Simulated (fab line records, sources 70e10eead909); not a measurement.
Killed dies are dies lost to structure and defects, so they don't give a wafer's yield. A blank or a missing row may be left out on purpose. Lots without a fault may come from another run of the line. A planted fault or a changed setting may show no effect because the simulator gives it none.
Which tool did it? | flow nand_harc | 19 lots, 57 wafers sampled, at 6 steps of a route of 1159

WHAT THE GAUGES READ, wafer by wafer
The record holds no reading of a measuring or inspecting step that can be judged against a usual standard deviation.

WHICH TOOL RAN EACH LOT (tool, then ch and the chambers of the sampled wafers, then the start)
lot  | NHARC_A_STAIRCASE_DESCUM_291       | NHARC_A_STAIRCASE_HM_OPEN_463                 | NHARC_A_STAIRCASE_DEP_325       | NHARC_A_STAIRCASE_DESCUM_443       | NHARC_A_STAIRCASE_STRIP_446          | NHARC_A_STAIRCASE_ETCHBACK_157
L076 | rie_diel-11 ch 0,2,3, day 11 22:04 | rie_diel-13 ch 0,3, day 13 12:47 or earlier   | pecvd-01 ch 0,1, day 13 12:47   | rie_diel-11 ch 2,3, day 13 21:08   | plasma_asher-02 ch 0,1, day 13 23:31 | rie_diel-11 ch 0,1, day 14 01:14
L079 | rie_diel-13 ch 0,2, day 12 05:02   | rie_diel-07 ch 0,1,3, day 13 23:19 or earlier | pecvd-04 ch 0,1, day 13 23:19   | rie_diel-07 ch 0,1,2, day 14 06:40 | plasma_asher-01 ch 1, day 14 10:28   | rie_diel-13 ch 2,3, day 14 12:07
L078 | rie_diel-11 ch 2,3, day 12 05:16   | rie_diel-13 ch 2,3, day 13 22:51 or earlier   | pecvd-01 ch 0,2, day 13 22:51   | rie_diel-13 ch 1,3, day 14 06:37   | plasma_asher-01 ch 0,1, day 14 09:01 | rie_diel-13 ch 0,1, day 14 10:49
L080 | rie_diel-11 ch 0,2, day 12 19:37   | rie_diel-11 ch 2,3, day 14 08:59 or earlier   | pecvd-01 ch 0,2, day 14 08:59   | rie_diel-07 ch 0,2, day 14 16:46   | plasma_asher-01 ch 0,1, day 14 19:08 | rie_diel-07 ch 0,2, day 14 20:52
L081 | rie_diel-13 ch 1,2,3, day 12 21:37 | rie_diel-11 ch 0,1,2, day 14 08:52 or earlier | pecvd-02 ch 0,2, day 14 08:52   | rie_diel-13 ch 0,2,3, day 14 16:39 | plasma_asher-02 ch 0,1, day 14 19:08 | rie_diel-13 ch 1,2,3, day 14 20:52
L082 | rie_diel-13 ch 0,1,3, day 13 09:13 | rie_diel-13 ch 0,2,3, day 15 03:08 or earlier | pecvd-04 ch 0,1, day 15 03:08   | rie_diel-13 ch 2,3, day 15 10:53   | plasma_asher-01 ch 0,1, day 15 13:15 | rie_diel-13 ch 0,2, day 15 14:57
L083 | rie_diel-11 ch 0,3, day 14 01:50   | rie_diel-11 ch 1,2, day 15 14:29 or earlier   | pecvd-04 ch 0,1,2, day 15 14:29 | rie_diel-11 ch 0,1,3, day 15 22:03 | plasma_asher-01 ch 0,1, day 16 01:01 | rie_diel-11 ch 0,2,3, day 16 02:44
L084 | rie_diel-11 ch 2,3, day 14 17:53   | rie_diel-07 ch 0,1, day 16 08:27 or earlier   | pecvd-04 ch 0,1, day 16 08:27   | rie_diel-07 ch 0,2,3, day 16 18:35 | plasma_asher-02 ch 0, day 16 20:59   | rie_diel-07 ch 0,3, day 16 22:41
L086 | rie_diel-07 ch 1,2,3, day 14 18:19 | rie_diel-11 ch 0,1,2, day 16 08:38 or earlier | pecvd-01 ch 0,1, day 16 08:38   | rie_diel-13 ch 1,2,3, day 16 18:56 | plasma_asher-01 ch 0,1, day 16 21:27 | rie_diel-11 ch 0,2,3, day 16 23:04
L088 | rie_diel-11 ch 0,1,3, day 14 18:41 | rie_diel-07 ch 0,2,3, day 16 09:07 or earlier | pecvd-02 ch 1,2, day 16 09:07   | rie_diel-13 ch 1,2,3, day 16 18:59 | plasma_asher-01 ch 0,1, day 16 22:47 | rie_diel-11 ch 0,1, day 17 00:28
L087 | rie_diel-13 ch 0,1,2, day 15 04:33 | rie_diel-07 ch 0,2,3, day 16 19:37 or earlier | pecvd-01 ch 1,2, day 16 19:37   | rie_diel-13 ch 1,2,3, day 17 03:38 | plasma_asher-01 ch 0,1, day 17 05:58 | rie_diel-13 ch 1,2,3, day 17 07:42
L090 | rie_diel-11 ch 0,1, day 15 07:19   | rie_diel-07 ch 0,2,3, day 16 19:43 or earlier | pecvd-02 ch 0,1,2, day 16 19:43 | rie_diel-11 ch 2,3, day 17 03:40   | plasma_asher-02 ch 0,1, day 17 06:02 | rie_diel-13 ch 0,3, day 17 07:48
L089 | rie_diel-11 ch 0,3, day 15 08:32   | rie_diel-11 ch 0,2,3, day 17 00:02 or earlier | pecvd-02 ch 0,2, day 17 00:02   | rie_diel-07 ch 0,1,2, day 17 07:55 | plasma_asher-02 ch 0,1, day 17 10:17 | rie_diel-13 ch 0,1, day 17 11:58
L093 | rie_diel-11 ch 0,3, day 15 11:59   | rie_diel-11 ch 1,3, day 17 05:28 or earlier   | pecvd-01 ch 0,1, day 17 05:28   | rie_diel-11 ch 2,3, day 17 13:32   | plasma_asher-01 ch 0,1, day 17 17:43 | rie_diel-07 ch 1,2,3, day 17 19:20
L092 | rie_diel-11 ch 1,3, day 15 17:37   | rie_diel-11 ch 0,1,3, day 17 05:29 or earlier | pecvd-02 ch 1,2, day 17 05:29   | rie_diel-13 ch 0,2,3, day 17 13:16 | plasma_asher-01 ch 0,1, day 17 15:37 | rie_diel-11 ch 1,2, day 17 17:22
L095 | rie_diel-07 ch 1,2,3, day 16 15:07 | rie_diel-11 ch 1,2,3, day 18 07:02 or earlier | pecvd-04 ch 1,2, day 18 07:02   | rie_diel-11 ch 0,2,3, day 18 14:49 | plasma_asher-02 ch 1, day 18 17:59   | rie_diel-13 ch 1,3, day 18 19:41
L096 | rie_diel-11 ch 0,1,2, day 16 18:00 | rie_diel-11 ch 0,1,2, day 18 06:59 or earlier | pecvd-01 ch 1,2, day 18 06:59   | rie_diel-07 ch 0,2,3, day 18 14:58 | plasma_asher-02 ch 0,1, day 18 18:37 | rie_diel-07 ch 1,2,3, day 18 20:16
L094 | rie_diel-13 ch 0,3, day 17 00:09   | rie_diel-11 ch 1,2, day 18 17:14 or earlier   | pecvd-02 ch 0,2, day 18 17:14   | rie_diel-11 ch 0,1,3, day 19 01:46 | plasma_asher-02 ch 0, day 19 04:09   | rie_diel-11 ch 0,1,3, day 19 05:49
L097 | rie_diel-07 ch 0,2, day 17 04:19   | rie_diel-13 ch 0,1,3, day 18 17:16 or earlier | pecvd-04 ch 0,2, day 18 17:16   | rie_diel-07 ch 2,3, day 19 01:57   | plasma_asher-01 ch 0,1, day 19 04:31 | rie_diel-13 ch 0,2, day 19 06:18
- NHARC_A_STAIRCASE_DESCUM_291: chemistry O2, time 3 s.
- NHARC_A_STAIRCASE_HM_OPEN_463: chemistry O2/COS.
- NHARC_A_STAIRCASE_DEP_325: deposits SiO2, target thk 3800 nm.
- NHARC_A_STAIRCASE_DESCUM_443: chemistry O2, time 3 s.
- NHARC_A_STAIRCASE_STRIP_446: strips in O2.
- NHARC_A_STAIRCASE_ETCHBACK_157: etches the open film in CH3F/O2, target depth 90 nm, time 167.14 s.

WHAT THE TOOLS THEMSELVES READ (means of the sampled wafers that have a number; where no wafer has one, the mark that the record gives instead)
NHARC_A_STAIRCASE_DESCUM_291. Usual: drypump_motor_current_A 6.0 A, standard deviation 0.35; mfc_ar_sccm 0.006 sccm, standard deviation 0.012; o2_flow_sccm 200.0 sccm, standard deviation 0.63; oes_product_au 1.007 a.u., standard deviation 0.013; rf_vpp_V 57.9 V, standard deviation 0.98; showerhead_plenum_p_Torr 1.93 Torr, standard deviation 0.076; throttle_valve_pct 11.311 %, standard deviation 0.0087.
lot  | tool        | drypump_motor_current_A (A) | mfc_ar_sccm (sccm) | o2_flow_sccm (sccm) | oes_product_au (a.u.) | rf_vpp_V (V) | showerhead_plenum_p_Torr (Torr) | throttle_valve_pct (%) | flag
L076 | rie_diel-11 | 5.9                         | 0.001              | 200.5               | 1.004                 | 57.6         | 1.89                            | 11.310                 |
L079 | rie_diel-13 | 5.9                         | 0.009              | 199.1               | 0.999                 | 57.7         | 2.03                            | 11.308                 |
L078 | rie_diel-11 | 6.3                         | 0.002              | 199.9               | 1.002                 | 58.7         | 1.96                            | 11.313                 |
L080 | rie_diel-11 | 5.8                         | 0.001              | 200.1               | 1.012                 | 57.9         | 1.85                            | 11.317                 |
L081 | rie_diel-13 | 5.7                         | 0.018              | 200.4               | 1.005                 | 58.7         | 2.02                            | 11.311                 |
L082 | rie_diel-13 | 5.6                         | 0.014              | 200.2               | 0.996                 | 57.9         | 2.03                            | 11.301                 |
L083 | rie_diel-11 | 5.7                         | 0.000              | 200.8               | 0.995                 | 57.5         | 1.86                            | 11.309                 |
L084 | rie_diel-11 | 6.3                         | 0.002              | 200.0               | 0.998                 | 57.4         | 1.95                            | 11.315                 |
L086 | rie_diel-07 | 5.9                         | 0.010              | 200.3               | 1.011                 | 58.3         | 1.93                            | 11.311                 |
L088 | rie_diel-11 | 5.9                         | 0.000              | 200.6               | 1.010                 | 58.0         | 1.89                            | 11.326                 |
L087 | rie_diel-13 | 5.7                         | 0.004              | 199.9               | 1.007                 | 58.1         | 2.02                            | 11.303                 |
L090 | rie_diel-11 | 5.7                         | 0.000              | 200.5               | 1.019                 | 57.3         | 1.85                            | 11.326                 |
L089 | rie_diel-11 | 5.6                         | 0.000              | 200.6               | 1.015                 | 58.3         | 1.82                            | 11.304                 |
L093 | rie_diel-11 | 5.8                         | 0.000              | 200.7               | 0.996                 | 58.2         | 1.86                            | 11.310                 |
L092 | rie_diel-11 | 6.0                         | 0.000              | 199.9               | 1.003                 | 57.6         | 1.93                            | 11.306                 |
L095 | rie_diel-07 | 5.9                         | 0.010              | 200.0               | 1.007                 | 57.4         | 1.92                            | 11.302                 |
L096 | rie_diel-11 | 6.0                         | 0.001              | 199.3               | 1.012                 | 58.2         | 1.91                            | 11.321                 |
L094 | rie_diel-13 | 5.6                         | 0.014              | 200.2               | 1.003                 | 58.3         | 2.03                            | 11.312                 |
L097 | rie_diel-07 | 6.1                         | 0.011              | 200.3               | 1.005                 | 58.7         | 1.89                            | 11.309                 |

NHARC_A_STAIRCASE_HM_OPEN_463. Usual: drypump_motor_current_A 6.0 A, standard deviation 0.34; mfc_ar_sccm 0.007 sccm, standard deviation 0.012; o2_flow_sccm 399.8 sccm, standard deviation 1.2; oes_product_au 1.004 a.u., standard deviation 0.013; rf_vpp_V 467.9 V, standard deviation 2.5; showerhead_plenum_p_Torr 3.16 Torr, standard deviation 0.11; throttle_valve_pct 28.330 %, standard deviation 0.0083.
lot  | tool        | drypump_motor_current_A (A) | mfc_ar_sccm (sccm) | o2_flow_sccm (sccm) | oes_product_au (a.u.) | rf_vpp_V (V) | showerhead_plenum_p_Torr (Torr) | throttle_valve_pct (%) | flag
L076 | rie_diel-13 | 5.6                         | 0.014              | 400.1               | 0.993                 | 471.5        | 3.32                            | 28.332                 |
L079 | rie_diel-07 | 6.1                         | 0.015              | 399.6               | 0.996                 | 467.6        | 3.13                            | 28.331                 |
L078 | rie_diel-13 | 5.9                         | 0.023              | 398.3               | 0.999                 | 470.7        | 3.28                            | 28.326                 |
L080 | rie_diel-11 | 6.3                         | 0.002              | 398.9               | 1.001                 | 468.5        | 3.18                            | 28.334                 |
L081 | rie_diel-11 | 6.1                         | 0.001              | 400.3               | 1.012                 | 466.7        | 3.13                            | 28.332                 |
L082 | rie_diel-13 | 5.7                         | 0.018              | 399.2               | 1.013                 | 470.8        | 3.30                            | 28.327                 |
L083 | rie_diel-11 | 6.4                         | 0.002              | 399.7               | 1.010                 | 469.2        | 3.22                            | 28.324                 |
L084 | rie_diel-07 | 6.3                         | 0.021              | 400.2               | 1.004                 | 466.5        | 3.09                            | 28.326                 |
L086 | rie_diel-11 | 6.1                         | 0.001              | 399.6               | 1.018                 | 467.1        | 3.12                            | 28.328                 |
L088 | rie_diel-07 | 6.0                         | 0.005              | 399.7               | 1.004                 | 466.6        | 3.12                            | 28.330                 |
L087 | rie_diel-07 | 6.0                         | 0.005              | 399.8               | 1.006                 | 466.7        | 3.12                            | 28.328                 |
L090 | rie_diel-07 | 6.0                         | 0.005              | 399.1               | 1.017                 | 466.7        | 3.12                            | 28.342                 |
L089 | rie_diel-11 | 5.9                         | 0.001              | 400.2               | 1.007                 | 466.4        | 3.07                            | 28.332                 |
L093 | rie_diel-11 | 6.0                         | 0.000              | 399.9               | 0.996                 | 467.8        | 3.14                            | 28.327                 |
L092 | rie_diel-11 | 5.9                         | 0.000              | 399.3               | 1.014                 | 466.1        | 3.08                            | 28.328                 |
L095 | rie_diel-11 | 6.3                         | 0.001              | 399.6               | 1.001                 | 468.5        | 3.17                            | 28.324                 |
L096 | rie_diel-11 | 6.1                         | 0.001              | 399.7               | 1.012                 | 467.1        | 3.12                            | 28.335                 |
L094 | rie_diel-11 | 6.4                         | 0.001              | 398.8               | 0.998                 | 470.2        | 3.22                            | 28.337                 |
L097 | rie_diel-13 | 5.6                         | 0.014              | 398.7               | 0.996                 | 469.8        | 3.27                            | 28.331                 |

NHARC_A_STAIRCASE_DEP_325. Usual: heater_power_w 633 W, standard deviation 93; susceptor_temp_C 400.03 C, standard deviation 0.22.
lot  | tool     | heater_power_w (W) | susceptor_temp_C (C) | flag
L076 | pecvd-01 | 658                | 399.89               |
L079 | pecvd-04 | 757                | 400.19               |
L078 | pecvd-01 | 712                | 400.05               |
L080 | pecvd-01 | 723                | 400.03               |
L081 | pecvd-02 | 616                | 400.12               |
L082 | pecvd-04 | 746                | 400.04               |
L083 | pecvd-04 | 643                | 400.03               |
L084 | pecvd-04 | 675                | 400.18               |
L086 | pecvd-01 | 641                | 399.98               |
L088 | pecvd-02 | 491                | 400.01               |
L087 | pecvd-01 | 598                | 399.88               |
L090 | pecvd-02 | 580                | 400.01               |
L089 | pecvd-02 | 550                | 400.00               |
L093 | pecvd-01 | 624                | 399.78               |
L092 | pecvd-02 | 534                | 400.02               |
L095 | pecvd-04 | 676                | 400.12               |
L096 | pecvd-01 | 603                | 400.00               |
L094 | pecvd-02 | 565                | 400.32               |
L097 | pecvd-04 | 652                | 399.95               |

NHARC_A_STAIRCASE_DESCUM_443. Usual: drypump_motor_current_A 5.93 A, standard deviation 0.3; mfc_ar_sccm 0.009 sccm, standard deviation 0.014; o2_flow_sccm 199.9 sccm, standard deviation 0.59; oes_product_au 1.005 a.u., standard deviation 0.013; rf_vpp_V 58.0 V, standard deviation 0.87; showerhead_plenum_p_Torr 1.95 Torr, standard deviation 0.065; throttle_valve_pct 11.310 %, standard deviation 0.0089.
lot  | tool        | drypump_motor_current_A (A) | mfc_ar_sccm (sccm) | o2_flow_sccm (sccm) | oes_product_au (a.u.) | rf_vpp_V (V) | showerhead_plenum_p_Torr (Torr) | throttle_valve_pct (%) | flag
L076 | rie_diel-11 | 6.27                        | 0.002              | 199.9               | 0.997                 | 57.4         | 1.95                            | 11.308                 |
L079 | rie_diel-07 | 6.06                        | 0.015              | 200.0               | 1.000                 | 57.6         | 1.91                            | 11.302                 |
L078 | rie_diel-13 | 5.62                        | 0.014              | 199.7               | 0.996                 | 57.9         | 2.01                            | 11.323                 |
L080 | rie_diel-07 | 6.15                        | 0.011              | 200.5               | 1.012                 | 58.6         | 1.89                            | 11.311                 |
L081 | rie_diel-13 | 5.75                        | 0.018              | 199.8               | 1.006                 | 58.9         | 2.02                            | 11.311                 |
L082 | rie_diel-13 | 5.86                        | 0.023              | 199.5               | 1.010                 | 58.3         | 2.01                            | 11.317                 |
L083 | rie_diel-11 | 5.89                        | 0.000              | 199.8               | 1.007                 | 56.7         | 1.89                            | 11.310                 |
L084 | rie_diel-07 | 6.01                        | 0.005              | 199.9               | 1.002                 | 57.9         | 1.91                            | 11.305                 |
L086 | rie_diel-13 | 5.74                        | 0.018              | 200.1               | 1.012                 | 57.9         | 2.01                            | 11.309                 |
L088 | rie_diel-13 | 5.76                        | 0.018              | 199.2               | 1.000                 | 58.9         | 2.01                            | 11.311                 |
L087 | rie_diel-13 | 5.75                        | 0.018              | 200.2               | 1.002                 | 58.8         | 2.01                            | 11.316                 |
L090 | rie_diel-11 | 6.28                        | 0.002              | 200.4               | 1.002                 | 58.2         | 1.94                            | 11.316                 |
L089 | rie_diel-07 | 6.06                        | 0.015              | 200.4               | 1.003                 | 57.9         | 1.90                            | 11.301                 |
L093 | rie_diel-11 | 6.28                        | 0.002              | 199.4               | 1.005                 | 58.2         | 1.94                            | 11.310                 |
L092 | rie_diel-13 | 5.74                        | 0.018              | 199.7               | 1.011                 | 58.8         | 2.01                            | 11.313                 |
L095 | rie_diel-11 | 5.94                        | 0.001              | 199.8               | 1.000                 | 59.4         | 1.88                            | 11.313                 |
L096 | rie_diel-07 | 6.00                        | 0.005              | 200.5               | 1.020                 | 57.7         | 1.91                            | 11.310                 |
L094 | rie_diel-11 | 5.90                        | 0.000              | 200.3               | 1.005                 | 57.3         | 1.88                            | 11.320                 |
L097 | rie_diel-07 | 5.83                        | 0.000              | 199.7               | 1.025                 | 58.0         | 1.91                            | 11.310                 |

NHARC_A_STAIRCASE_STRIP_446. Usual: drypump_motor_current_A 5.66 A, standard deviation 0.24; heater_power_w 319 W, standard deviation 24.
lot  | tool            | drypump_motor_current_A (A) | heater_power_w (W) | flag
L076 | plasma_asher-02 | 5.62                        | 337                |
L079 | plasma_asher-01 | 5.93                        | 319                |
L078 | plasma_asher-01 | 5.84                        | 309                |
L080 | plasma_asher-01 | 5.76                        | 293                |
L081 | plasma_asher-02 | 5.60                        | 333                |
L082 | plasma_asher-01 | 5.84                        | 304                |
L083 | plasma_asher-01 | 5.84                        | 305                |
L084 | plasma_asher-02 | 5.79                        | 350                |
L086 | plasma_asher-01 | 5.73                        | 296                |
L088 | plasma_asher-01 | 5.84                        | 309                |
L087 | plasma_asher-01 | 5.74                        | 298                |
L090 | plasma_asher-02 | 5.60                        | 344                |
L089 | plasma_asher-02 | 5.42                        | 331                |
L093 | plasma_asher-01 | 5.83                        | 309                |
L092 | plasma_asher-01 | 5.78                        | 291                |
L095 | plasma_asher-02 | 5.31                        | 326                |
L096 | plasma_asher-02 | 5.63                        | 341                |
L094 | plasma_asher-02 | 5.78                        | 358                |
L097 | plasma_asher-01 | 5.76                        | 299                |

NHARC_A_STAIRCASE_ETCHBACK_157. Usual: drypump_motor_current_A 5.9 A, standard deviation 0.32; mfc_ar_sccm 200.0 sccm, standard deviation 0.6; o2_flow_sccm 30.00 sccm, standard deviation 0.087; oes_product_au 0.987 a.u., standard deviation 0.029; rf_vpp_V 245.1 V, standard deviation 1.5; showerhead_plenum_p_Torr 2.51 Torr, standard deviation 0.09; throttle_valve_pct 20.663 %, standard deviation 0.0092.
lot  | tool        | drypump_motor_current_A (A) | mfc_ar_sccm (sccm) | o2_flow_sccm (sccm) | oes_product_au (a.u.) | rf_vpp_V (V) | showerhead_plenum_p_Torr (Torr) | throttle_valve_pct (%) | flag
L076 | rie_diel-11 | 6.0                         | 200.1              | 29.96               | 1.021                 | 244.8        | 2.47                            | 20.667                 |
L079 | rie_diel-13 | 5.9                         | 199.9              | 29.99               | 1.008                 | 245.7        | 2.58                            | 20.648                 |
L078 | rie_diel-13 | 5.6                         | 200.0              | 30.04               | 0.993                 | 247.1        | 2.59                            | 20.663                 |
L080 | rie_diel-07 | 6.2                         | 200.8              | 30.07               | 1.013                 | 244.7        | 2.43                            | 20.666                 |
L081 | rie_diel-13 | 5.7                         | 200.3              | 30.03               | 1.007                 | 245.3        | 2.58                            | 20.663                 |
L082 | rie_diel-13 | 5.7                         | 200.5              | 29.97               | 0.995                 | 246.2        | 2.61                            | 20.668                 |
L083 | rie_diel-11 | 5.9                         | 199.9              | 30.03               | 0.978                 | 243.8        | 2.42                            | 20.668                 |
L084 | rie_diel-07 | 6.1                         | 199.1              | 29.97               | 1.006                 | 243.7        | 2.44                            | 20.658                 |
L086 | rie_diel-11 | 5.9                         | 199.8              | 30.00               | 0.996                 | 243.7        | 2.42                            | 20.650                 |
L088 | rie_diel-11 | 6.0                         | 199.9              | 29.97               | 1.006                 | 244.5        | 2.46                            | 20.671                 |
L087 | rie_diel-13 | 5.7                         | 199.7              | 29.95               | 1.000                 | 246.1        | 2.57                            | 20.661                 |
L090 | rie_diel-13 | 5.6                         | 200.7              | 29.94               | 0.977                 | 247.0        | 2.60                            | 20.661                 |
L089 | rie_diel-13 | 5.6                         | 200.1              | 30.14               | 0.945                 | 245.4        | 2.59                            | 20.661                 |
L093 | rie_diel-07 | 5.9                         | 200.0              | 30.00               | 0.956                 | 243.9        | 2.46                            | 20.668                 |
L092 | rie_diel-11 | 6.4                         | 200.4              | 30.08               | 0.955                 | 245.4        | 2.53                            | 20.659                 |
L095 | rie_diel-13 | 5.6                         | 199.9              | 29.93               | 0.924                 | 245.6        | 2.56                            | 20.661                 |
L096 | rie_diel-07 | 5.9                         | 200.1              | 30.06               | 1.003                 | 244.3        | 2.46                            | 20.664                 |
L094 | rie_diel-11 | 5.9                         | 200.2              | 29.92               | 1.003                 | 244.1        | 2.42                            | 20.668                 |
L097 | rie_diel-13 | 5.9                         | 199.4              | 30.08               | 0.930                 | 246.4        | 2.58                            | 20.669                 |

THE ANSWER, worked out from the rows above alone
Rule: a lot is off if the mean of its wafers that have a number lies more than 3 standard deviations from the usual mean. A lot without any number at a reading at which 4 lots or more have one is off too. The other lots that the step has rows for count as sound. The gauges are gone through in route order, then the tools' own readings, and for those a lot's mean is taken as printed above. The first step at which some lot is off is used, and at that step the reading that is off furthest; a lot without a number counts as furthest.
No lot is off at any reading shown: from this, nothing can be told.

WHAT THE SIMULATOR HAD PUT IN
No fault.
